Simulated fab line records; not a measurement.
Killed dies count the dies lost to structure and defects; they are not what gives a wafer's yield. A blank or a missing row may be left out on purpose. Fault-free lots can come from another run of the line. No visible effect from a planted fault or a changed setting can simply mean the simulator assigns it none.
Chamber matching -- flow nand-harc -- rie-diel-08 running NHARC_A_CONTACT_DESCUM_13: 4 sister chambers
The step chemistry O2, time 3 s. 4 wafers are shown with their chamber, then 7 later ones without.

## WAFERS, EACH WITH ITS CHAMBER
wafer,chamber,showerhead-plenum-p-Torr (Torr)
L326.5,2,1.77
L332.2,0,1.96
L336.2,1,1.94
L336.3,3,1.95

## WAFERS WHOSE CHAMBER IS MISSING
wafer,showerhead-plenum-p-Torr (Torr)
L336.6,1.94
L340.1,1.96
L340.4,1.94
L340.6,1.94
L338.2,2.07
L338.3,1.94
L338.5,2.07

## THE CHAMBER EACH PASSED THROUGH
wafer,from the rows above,in truth
L336.6,can't be placed: 1 or 3 or 0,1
L340.1,can't be placed: 0 or 3 or 1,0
L340.4,can't be placed: 1 or 3 or 0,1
L340.6,can't be placed: 1 or 3 or 0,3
L338.2,can't be placed: 0 or 3 or 1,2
L338.3,can't be placed: 1 or 3 or 0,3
L338.5,can't be placed: 0 or 3 or 1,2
0 of 7 placed correctly. These rows do not allow placing 7 (true chamber among the candidates in 5). Placed wrongly: 0.
How it was worked out, from the rows above alone: a wafer's distance from a chamber is the root of the sum, over the readings, of the square of ((its reading less the chamber's mean) divided by the reading's scatter). If the next closest chamber is less than 2 further off than the closest, the wafer can't be placed; otherwise it belongs to the closest. Each chamber's mean is taken over the wafers shown for it. The scatter: root of mean squared gap, hidden wafer to nearest shown wafer, with one shown wafer a chamber.
